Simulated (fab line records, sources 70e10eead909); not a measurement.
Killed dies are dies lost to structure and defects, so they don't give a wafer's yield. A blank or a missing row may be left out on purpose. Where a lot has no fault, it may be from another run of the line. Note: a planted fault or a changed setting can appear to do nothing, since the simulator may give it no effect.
fab line records    flow nand_harc
record: lots: 5  wafers: 15  last_day: 31
route steps=1302 shown P_M2@328 END@1302
lots that met no fault: from a run of the same line without faults
start_h: start of the lot's first displayed wafer, in hours after the record's first day    wait_h: hours from the lot's prior step to this one    " the same as in the row above    L1.1+2: one row covering several wafers at once    - either no value or no given start    * or withheld: withheld    < > ~ a bound
route shown NAME@n: a module of which the file shows steps, and the number in the route of the first    usual: mean/standard deviation of fault-free wafers    same: alike in all rows    chamber/n: place in a boat    sites: each site's reading    _std_site: the standard deviation of these    _edge_site: mean of outer sites minus mean of inner sites    radius_mm: for every site, how far away it sits from the centre of the wafer    mask NAME#n: copy n    behind: tool/chamber where the wafer was last shaped    hold: why the lot went on hold/how many hours it stayed there/how the hold came to an end    device: the transistor (n, p or np) that didn't switch    end of line: the tests these same wafers got at the end of their route    where a step has no rows: the recipe by itself    killed: the dies lost at the first sort to structure and to defects; this is not the yield of the wafer    map: a wafer's dies, x killed, . not, _ none there
set.NAME: setting as actually run; set.NAME@STEP: the setting as run at that earlier step    model.NAME: the simulator's own value behind a step, which no gauge read
a table for each step, a row for each wafer; lots at some steps of the route
services: from which hour (start_h, from the record's first day; less than 0 if before it) a tool's chamber was out of use, for how many hours, and why
== steps ==
step: NHARC_P_M2_CD_MEAS_09
recipe: target_cd_nm: 170  landing_energy_ev: 500
usual: cd_nm: 169.7/0.64
lot.wafer  tool       chamber  start_h  wait_h  cd_nm
L400.3     cd_sem-03  0        143.04   -       170.2
L400.5     "          0        "        "       169.7
L400.6     "          0        "        "       169.8
L409.1     cd_sem-01  0        243.69   -       170.1
L409.4     "          0        "        "       169.0
L409.5     "          0        "        "       169.4
L410.2     cd_sem-02  0        249.30   -       170.6
L410.5     "          0        "        "       169.6
L410.6     "          0        "        "       170.3
L417.1     cd_sem-02  0        323.30   -       169.3
L417.4     "          0        "        "       169.9
L417.5     "          0        "        "       170.3
L418.2     cd_sem-01  0        328.31   -       169.3
L418.5     "          0        "        "       169.5
L418.6     "          0        "        "       169.4
step: NHARC_P_M2_OVL_MEAS_10
recipe: pitch_nm: 340
usual: overlay_x_nm: 0.3/0.76  overlay_y_nm: -0.1/0.79
lot.wafer  tool        chamber  start_h  wait_h  overlay_x_nm  overlay_y_nm
L400.3     overlay-01  -        143.12   -       -0.2          1.0
L400.5     "           -        "        "       -0.1          0.0
L400.6     "           -        "        "       -0.7          0.4
L409.1     overlay-02  -        243.78   -       0.5           -0.9
L409.4     "           -        "        "       0.4           -0.5
L409.5     "           -        "        "       0.5           -0.2
L410.2     overlay-01  -        249.39   -       1.1           0.1
L410.5     "           -        "        "       0.8           0.3
L410.6     "           -        "        "       1.4           0.3
L417.1     overlay-01  -        323.39   -       0.8           -0.2
L417.4     "           -        "        "       0.9           -0.8
L417.5     "           -        "        "       0.7           -0.4
L418.2     overlay-01  -        328.40   -       0.1           1.1
L418.5     "           -        "        "       0.8           0.1
L418.6     "           -        "        "       0.7           0.3
step: NHARC_P_M2_INSPECT_11
usual: raw_defect_count: 4.3/2.4
lot.wafer  tool               chamber  start_h  wait_h  raw_defect_count
L400.3     defect_inspect-02  -        143.16   0.0     5
L400.5     "                  -        "        "       4
L400.6     "                  -        "        "       6
L409.1     defect_inspect-01  -        243.81   0.0     4
L409.4     "                  -        "        "       4
L409.5     "                  -        "        "       11
L410.2     defect_inspect-02  -        249.43   0.0     6
L410.5     "                  -        "        "       1
L410.6     "                  -        "        "       5
L417.1     defect_inspect-01  -        323.42   0.0     1
L417.4     "                  -        "        "       1
L417.5     "                  -        "        "       1
L418.2     defect_inspect-02  -        328.44   0.0     7
L418.5     "                  -        "        "       1
L418.6     "                  -        "        "       2
step: NHARC_P_M2_DESCUM_14
recipe: time_s: 3  o2_flow_sccm: 200  ar_flow_sccm: 0  bias_power_w: 0  chemistry: O2
step: NHARC_P_M2_ETCH_35
recipe: target_depth_a: 400  overetch_a: 120  time_s: 43.94  ion_energy_ev: 200  n2_flow_sccm: 150  h2_flow_sccm: 150  ar_flow_sccm: 0  rf_w: 400  bias_w: 150  chemistry: N2/H2
usual: drypump_motor_current_A: 5.4/0.43  oes_product_au: 1.002/0.01  rf_vpp_V: 431.2/2.4  showerhead_plenum_p_Torr: 2.06/0.085  throttle_valve_pct: 14.171/0.0094
same: time_s: 43.94
lot.wafer  tool         chamber  start_h  wait_h  drypump_motor_current_A  oes_product_au  rf_hours_counter_h  rf_vpp_V  showerhead_plenum_p_Torr  throttle_valve_pct
L400.3     rie_diel-08  1        143.32   0.1     6.2                      1.004           5.4                 431.8     2.07                      14.178
L400.5     "            3        "        "       5.3                      0.987           -                   431.2     2.08                      14.165
L400.6     "            0        "        "       5.1                      0.999           -                   427.2     1.98                      14.178
L409.4     rie_diel-09  3        243.97   0.1     4.9                      0.999           3.9                 431.5     2.13                      14.175
L409.1     "            0        "        "       5.5                      1.008           3.9                 427.6     1.94                      14.182
L409.5     "            2        "        "       5.3                      1.018           -                   435.1     2.15                      14.176
L410.2     rie_diel-09  1        249.59   0.1     5.7                      1.006           4.5                 431.1     2.01                      14.175
L410.5     "            2        "        "       5.3                      1.020           -                   433.6     2.15                      14.177
L410.6     "            3        "        "       4.9                      1.010           -                   432.5     2.13                      14.173
L417.1     rie_diel-10  1        323.58   0.1     5.4                      0.984           4.0                 427.9     1.92                      14.157
L417.4     "            2        "        "       5.0                      1.008           4.0                 435.3     2.19                      14.176
L417.5     "            1        "        "       5.4                      0.985           -                   427.4     1.92                      14.187
L418.2     rie_diel-08  0        328.58   0.1     5.1                      1.010           4.8                 427.3     1.98                      14.156
L418.6     "            0        "        "       5.0                      1.004           -                   429.4     1.98                      14.172
L418.5     "            1        "        "       6.2                      1.002           -                   431.2     2.07                      14.161
step: NHARC_P_M2_ETCH_15
recipe: target_depth_a: 1825  time_s: 91.2  c4f8_flow_sccm: withheld  ar_flow_sccm: 400  rf_w: 600  bias_w: 300  chemistry: C4F8/Ar
usual: oes_product_au: 0.950/0.025  rf_vpp_V: 441.5/2.7
same: time_s: 91.2
lot.wafer  tool         chamber  start_h  wait_h  oes_product_au  rf_hours_counter_h  rf_vpp_V
L400.3     rie_diel-08  2        -        -       0.921           6.0                 444.5
L400.5     "            1        "        "       0.929           -                   442.6
L400.6     "            2        "        "       0.927           -                   442.5
L409.4     rie_diel-09  0        -        -       0.980           3.9                 437.9
L409.1     "            1        "        "       0.966           4.0                 440.5
L409.5     "            1        "        "       0.969           -                   440.9
L410.2     rie_diel-09  3        -        -       0.927           4.9                 444.0
L410.5     "            2        "        "       0.943           -                   444.1
L410.6     "            3        "        "       0.936           -                   443.0
L417.1     rie_diel-10  2        -        -       0.931           4.1                 445.3
L417.4     "            0        "        "       0.935           5.2                 440.2
L417.5     "            2        "        "       0.926           -                   443.7
L418.2     rie_diel-08  1        -        -       0.919           5.1                 441.8
L418.6     "            3        "        "       0.927           -                   441.8
L418.5     "            0        "        "       0.932           -                   439.8
step: NHARC_P_M2_CD_MEAS_16
usual: cd_nm: 169.8/0.81
lot.wafer  tool       chamber  start_h  wait_h  cd_nm
L400.3     cd_sem-03  -        143.53   -       170.4
L400.5     "          -        "        "       168.8
L400.6     "          -        "        "       170.3
L409.1     cd_sem-02  -        244.18   -       169.7
L409.4     "          -        "        "       169.7
L409.5     "          -        "        "       169.2
L410.2     cd_sem-01  -        249.79   -       169.6
L410.5     "          -        "        "       169.3
L410.6     "          -        "        "       170.0
L417.1     cd_sem-01  -        323.80   -       169.9
L417.4     "          -        "        "       170.3
L417.5     "          -        "        "       170.5
L418.2     cd_sem-01  -        328.80   -       169.4
L418.5     "          -        "        "       169.0
L418.6     "          -        "        "       169.7
step: NHARC_P_M2_STRIP_18
recipe: power_w: 1000  n2_flow_sccm: 150  h2_flow_sccm: 150  ar_flow_sccm: 0  bias_w: 0  chemistry: N2/H2
usual: drypump_motor_current_A: 5.5/0.55  oes_product_au: 1.003/0.0095  rf_vpp_V: 90.9/1  showerhead_plenum_p_Torr: 2.07/0.098  throttle_valve_pct: 14.171/0.0085
lot.wafer  tool         chamber  start_h  wait_h  drypump_motor_current_A  oes_product_au  rf_hours_counter_h  rf_vpp_V  showerhead_plenum_p_Torr  throttle_valve_pct
L400.3     rie_diel-10  0        143.60   0.1     6.7                      1.012           5.1                 90.9      2.02                      14.165
L400.6     "            0        "        "       6.7                      1.009           -                   90.9      2.02                      14.171
L400.5     "            1        "        "       5.4                      1.002           -                   90.4      1.92                      14.177
L409.1     rie_diel-09  1        244.25   0.1     5.7                      0.994           4.0                 90.6      2.01                      14.174
L409.4     "            2        "        "       5.3                      1.024           4.1                 91.3      2.15                      14.165
L409.5     "            1        "        "       5.7                      1.000           -                   89.4      2.01                      14.155
L410.2     rie_diel-08  2        249.92   0.1     5.7                      1.007           2.3                 91.1      2.13                      14.174
L410.6     "            0        "        "       5.0                      0.991           -                   89.9      1.98                      14.183
L410.5     "            1        "        "       6.1                      0.987           -                   90.2      2.07                      14.174
L417.1     rie_diel-10  0        323.90   0.1     6.7                      1.011           5.2                 91.0      2.02                      14.170
L417.4     "            2        "        "       5.0                      1.014           4.1                 91.2      2.19                      14.173
L417.5     "            0        "        "       6.7                      1.019           -                   91.0      2.02                      14.172
L418.2     rie_diel-10  1        328.93   0.1     5.4                      1.000           4.1                 92.0      1.92                      14.170
L418.6     "            3        "        "       5.2                      1.001           -                   90.3      2.19                      14.164
L418.5     "            0        "        "       6.7                      1.015           -                   90.7      2.02                      14.177
step: NHARC_P_M2_ETCH_28
recipe: target_depth_a: 300  over_etch_frac: 0.3  time_s: 72.99  ion_energy_ev: 150  cf4_flow_sccm: 50  n2_flow_sccm: 100  ar_flow_sccm: 150  rf_w: 300  bias_w: 100  chemistry: CF4/N2
usual: drypump_motor_current_A: 5.5/0.53  oes_product_au: 1.003/0.0095  rf_vpp_V: 314.8/2.2  showerhead_plenum_p_Torr: 2.67/0.12  throttle_valve_pct: 19.794/0.0088
same: time_s: 72.99
lot.wafer  tool         chamber  start_h  wait_h  drypump_motor_current_A  oes_product_au  rf_hours_counter_h  rf_vpp_V  showerhead_plenum_p_Torr  throttle_valve_pct
L400.3     rie_diel-10  0        -        -       6.7                      1.013           5.2                 314.2     2.61                      19.791
L400.6     "            0        "        "       6.7                      1.009           -                   313.3     2.60                      19.788
L400.5     "            1        "        "       5.4                      1.011           -                   310.0     2.49                      19.789
L409.4     rie_diel-09  3        -        -       4.9                      1.012           4.0                 316.4     2.73                      19.797
L409.1     "            0        "        "       5.5                      1.005           4.0                 311.6     2.51                      19.770
L409.5     "            1        "        "       5.7                      1.004           -                   313.2     2.59                      19.810
L410.2     rie_diel-08  2        -        -       5.7                      1.017           2.4                 316.2     2.74                      19.775
L410.5     "            2        "        "       5.8                      0.995           -                   315.1     2.74                      19.782
L410.6     "            3        "        "       5.3                      0.985           -                   313.9     2.67                      19.799
L417.1     rie_diel-10  0        -        -       6.7                      1.031           5.3                 312.8     2.60                      19.783
L417.4     "            1        "        "       5.4                      0.993           4.1                 312.7     2.48                      19.800
L417.5     "            3        "        "       5.1                      1.012           -                   318.5     2.80                      19.793
L418.2     rie_diel-10  1        -        -       5.4                      0.978           4.1                 311.3     2.48                      19.789
L418.5     "            1        "        "       5.5                      0.996           -                   311.1     2.48                      19.802
L418.6     "            2        "        "       5.0                      1.000           -                   315.3     2.80                      19.795
step: NHARC_P_M2_STRIP_19
recipe: time_s: 600  temp_c: 30  chemistry: post_etch_residue_remover
step: NHARC_P_M2_DEGAS_29
recipe: temp_c: 250  time_s: 60
step: NHARC_P_M2_PRE_CLEAN_30
recipe: time_s: 30  temp_c: 280  gas: H2/He
usual: heater_power_w: 406/26
same: time_s: 30
lot.wafer  tool            chamber  start_h  wait_h  heater_power_w
L400.3     pvd_sputter-03  -        -        -       447
L400.5     "               -        "        "       437
L400.6     "               -        "        "       411
L409.4     pvd_sputter-03  -        -        -       413
L409.1     "               -        "        "       401
L409.5     "               -        "        "       398
L410.2     pvd_sputter-02  -        -        -       372
L410.6     "               -        "        "       383
L410.5     "               -        "        "       379
L417.4     pvd_sputter-02  -        -        -       462
L417.1     "               -        "        "       371
L417.5     "               -        "        "       449
L418.2     pvd_sputter-03  -        -        -       441
L418.5     "               -        "        "       429
L418.6     "               -        "        "       433
step: NHARC_P_M2_PVD_20
recipe: target_thk_a: 50  bias_v: 168.6  power_w: 15000  chamber_pressure_pa: 0.12  time_s: 8.06  substrate_temp_c: 50  material: TaN
usual: throttle_valve_pct: 29.8/0.86  time_s: 8.06/0
lot.wafer  tool            chamber  start_h  wait_h  throttle_valve_pct  time_s
L400.3     pvd_sputter-03  -        144.35   -       30.2                8.06
L400.5     "               -        "        "       30.2                8.06
L400.6     "               -        "        "       30.3                8.06
L409.4     pvd_sputter-03  -        245.02   -       30.7                3.2015
L409.1     "               -        "        "       29.7                3.2015
L409.5     "               -        "        "       30.7                8.06
L410.2     pvd_sputter-02  -        250.67   -       29.3                8.06
L410.5     "               -        "        "       28.6                8.06
L410.6     "               -        "        "       31.6                8.06
L417.1     pvd_sputter-02  -        324.62   -       30.1                8.06
L417.4     "               -        "        "       28.8                8.06
L417.5     "               -        "        "       30.0                8.06
L418.2     pvd_sputter-03  -        329.64   -       29.6                8.06
L418.5     "               -        "        "       30.3                8.06
L418.6     "               -        "        "       29.7                8.06
step: NHARC_P_M2_PVD_21
recipe: target_thk_a: 300  chamber_pressure_pa: 5  power_w: 5000  substrate_temp_c: 30  time_s: 20.49  material: Cu
step: NHARC_END_SORT_01
recipe: temp_c: 25
usual: defect_limited_yield: 91.3/2.2  killed_at_array: 55/15  killed_at_other: 1.0/1.2  killed_at_periphery: 3.4/2.2  killed_dies: 59/15  killed_open: 3.2/2  killed_short: 2.5/1.7
same: gross_dies: 677
lot.wafer  tool       chamber  start_h  wait_h  defect_limited_yield[%]  killed_at_array  killed_at_other  killed_at_periphery  killed_dies  killed_open  killed_short
L409.1     prober-02  0        677.60   2.5     89.1                     71               0                3                    74           3            5
L409.4     prober-02  0        679.97   3.4     87.4                     81               0                4                    85           2            2
L409.5     prober-02  0        680.76   3.7     88.3                     71               0                8                    79           5            3
L417.1     prober-01  0        746.04   2.4     91.3                     57               2                0                    59           2            0
L417.4     prober-01  0        748.47   3.4     91.1                     57               2                1                    60           5            2
L417.5     prober-01  0        749.28   3.7     90.3                     64               2                0                    66           3            4
killed by level:class
L409.1 A_SLIT:chamber_film_flake=33 A_CHANNEL_HOLE_D1:chamber_film_flake=17 A_STAIRCASE:chamber_film_flake=13 P_M0:geometric_particle:short=2 A_WL_FILL:geometric_particle:short=2 A_ONON_D1:geometric_particle:open=1 A_ONON_D1:geometric_particle:short=1 A_ONON_D2:geometric_particle:open=1
L409.4 A_SLIT:chamber_film_flake=38 A_CHANNEL_HOLE_D1:chamber_film_flake=30 A_STAIRCASE:chamber_film_flake=4 A_CONTACT:chamber_film_flake=4 P_GATE:chamber_film_flake=3 P_GATE:geometric_particle:open=1 A_CHANNEL_FILL_D1:geometric_particle:short=1 A_CHANNEL_FILL_D1:geometric_particle:open=1
L409.5 A_SLIT:chamber_film_flake=36 A_CHANNEL_HOLE_D1:chamber_film_flake=17 A_STAIRCASE:chamber_film_flake=8 P_GATE:chamber_film_flake=4 A_ZERO_WELL:chamber_film_flake=3 A_WL_FILL:geometric_particle:short=2 A_CONTACT:chamber_film_flake=2 P_CONTACT:geometric_particle:open=1
L417.1 A_CHANNEL_HOLE_D2:chamber_film_flake=29 A_CHANNEL_HOLE_D1:chamber_film_flake=10 A_CONTACT:chamber_film_flake=7 A_SGD_CUT:chamber_film_flake=5 A_M1:chamber_film_flake=2 THIN_TSV:chamber_film_flake=2 A_ONON_D1:geometric_particle:open=1 A_CHANNEL_HOLE_D2:geometric_particle:open=1
L417.4 A_CHANNEL_HOLE_D2:chamber_film_flake=23 A_CHANNEL_HOLE_D1:chamber_film_flake=16 A_CONTACT:chamber_film_flake=4 A_SGD_CUT:chamber_film_flake=3 A_ONON_D1:geometric_particle:open=2 A_M1:chamber_film_flake=2 THIN_TSV:chamber_film_flake=2 P_M0:geometric_particle:short=1
L417.5 A_CHANNEL_HOLE_D2:chamber_film_flake=24 A_CHANNEL_HOLE_D1:chamber_film_flake=14 A_CONTACT:chamber_film_flake=6 A_SLIT:chamber_film_flake=5 A_SGD_CUT:chamber_film_flake=4 A_ONON_D1:geometric_particle:short=2 A_M1:chamber_film_flake=2 THIN_TSV:chamber_film_flake=2
== services ==
tool            chamber  start_h  hours  kind
rie_diel-10     0        123.50   -      clean
rie_diel-10     1        123.50   -      clean
rie_diel-10     2        123.50   -      clean
rie_diel-10     3        123.50   -      clean
rie_diel-09     -        143.10   9.0    pm
rie_diel-08     3        144.36   9.3    repair
rie_diel-10     0        148.00   -      clean
rie_diel-10     1        148.00   -      clean
rie_diel-10     2        148.00   -      clean
rie_diel-10     3        148.00   -      clean
pvd_sputter-03  -        149.18   7.5    repair
rie_diel-08     2        149.44   7.8    repair
rie_diel-08     1        158.60   9.4    repair
pvd_sputter-03  -        170.03   10.0   pm
rie_diel-08     -        190.80   9.0    pm
pvd_sputter-03  -        203.42   1.3    repair
rie_diel-10     1        216.80   14.7   repair
rie_diel-09     -        230.52   0.2    repair
rie_diel-10     -        242.50   9.0    pm
pvd_sputter-03  -        250.75   5.1    repair
pvd_sputter-02  -        282.01   10.0   pm
pvd_sputter-02  -        308.49   8.9    repair
pvd_sputter-03  -        314.35   4.1    repair
rie_diel-09     -        320.10   9.0    pm
== key ==
first_sign: step: NHARC_P_M2_PVD_20  reading: time_s  direction: down  sigmas: 99+  usual: *  struck: *
effect none on later readings
met_at NHARC_P_M2_PVD_20
struck_wafers L409.1,L409.4
onset_between 144.35 245.02
fault: kind: process_parameter_drift  tool: pvd_sputter-03  chamber: -  onset_h: 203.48  steps: NHARC_P_M2_PVD_20  channel: time_s  offset: *  shape: step  end_h: 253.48  scope: struck_wafers_only  acts_in: *  stated: *
